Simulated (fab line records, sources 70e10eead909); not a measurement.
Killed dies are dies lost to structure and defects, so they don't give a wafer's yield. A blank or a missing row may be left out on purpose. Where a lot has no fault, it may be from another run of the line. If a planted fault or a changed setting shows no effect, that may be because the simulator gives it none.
Problem report in the 8D (eight disciplines) form, filled by code    flow nandHarc    the parts of the form that need people (team, actions taken, sign-off) are left out

== 1. THE ISSUE ==
Wafers without a fault read 15000 W, standard deviation 2.4; cathodeDcPowerW at NHARC_P_BONDPAD_PVD_17 reads a mean of 16298 W on 6 wafers belonging to 2 lots. So: +99 or more standard deviations from the usual mean.
The step: deposits TaN, target thk 5 nm, time 8.06 s.
First observed at day 10 10:58: wafer L129.1, on pvdSputter-03. The record holds 36 wafers of 12 lots with a number at this step. Rule for "out", or "out of limits": more than 4 standard deviations from the usual mean. All remaining wafers that have a number are taken as sound.

== 2. WHAT IT IS, AND WHAT IT ISN'T ==
question                     is                      is not
which readings at this step  cathodeDcPowerW         throttleValvePct
which lots                   L129, L131              L117, L118, L119, L120, L122, L123, L124, L130, L135, L138
which wafers of those lots   all that have a number  -
read on which tools          pvdSputter-03           pvdSputter-01, pvdSputter-02
when                         from day 10 10:58       up to then (21 sound wafers); but 9 sound wafers of L130, L135, L138 came after

== 3. WHAT RULES OUT EACH SUSPECT ==
Counting: a tool stays on the suspect list if, at a process step up to the reading, it processed all lots that are out and no sound lot following the first of them.
- rtpAnneal-02 at NHARC_P_M2_ANNEAL_31 (time 90 s): ruled out as a lasting fault. Following L129 (day 10 07:01), the first lot on it that is out, the sound lots L135, L138 were run on it.
- rieDiel-11 at NHARC_P_BONDPAD_ETCH_24 (etches the open film in CF4/N2, target depth 30 nm, time 72.99 s): ruled out as a lasting fault. Following L129 (day 10 10:58), the first lot on it that is out, the sound lots L135 were run on it. NHARC_P_BONDPAD_ETCH_24: start missing for some lots; hours and lot order therefore follow NHARC_P_BONDPAD_PVD_17.
- pvdSputter-03 at NHARC_P_BONDPAD_PVD_17 (deposits TaN, target thk 5 nm, time 8.06 s): kept. Every lot that is out went through it, starting with L129 (day 10 10:58), and after that it ran no sound lot; the last sound lot it ran before then is L124 (day 8 22:08). Its own cathodeDcPowerW readings are out on those wafers.
Remaining after the count: pvdSputter-03 at NHARC_P_BONDPAD_PVD_17.

== 4. THE CAUSE (what the simulator had put in) ==
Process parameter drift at NHARC_P_BONDPAD_PVD_17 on pvdSputter-03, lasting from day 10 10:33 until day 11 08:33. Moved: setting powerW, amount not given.
This tool alone remained once counting was done.

== 5. THE CHAIN OF EFFECTS, in route order ==
Rows list readings where the struck wafers' mean (over those with a number) sits beyond 3 standard deviations from the usual. Scope: only readings with a usual standard deviation given in the record; hours: median across lots of the time from each lot's start at the first step in this table that gives one to its start at this step; sigmas: change in usual standard deviations.
hours  step                    reading          usual    on struck wafers  change  sigmas
0      NHARC_P_BONDPAD_PVD_17  cathodeDcPowerW  15000 W  16298             +1298   +99 or more
It contains these process steps:
- NHARC_P_BONDPAD_PVD_17: deposits TaN, target thk 5 nm, time 8.06 s.

== 6. HOW IT WOULD HAVE BEEN CAUGHT EARLIER ==
0 hours passed between the start of the fault at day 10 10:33 and the first reading out of limits in this record, taken at day 10 10:58.
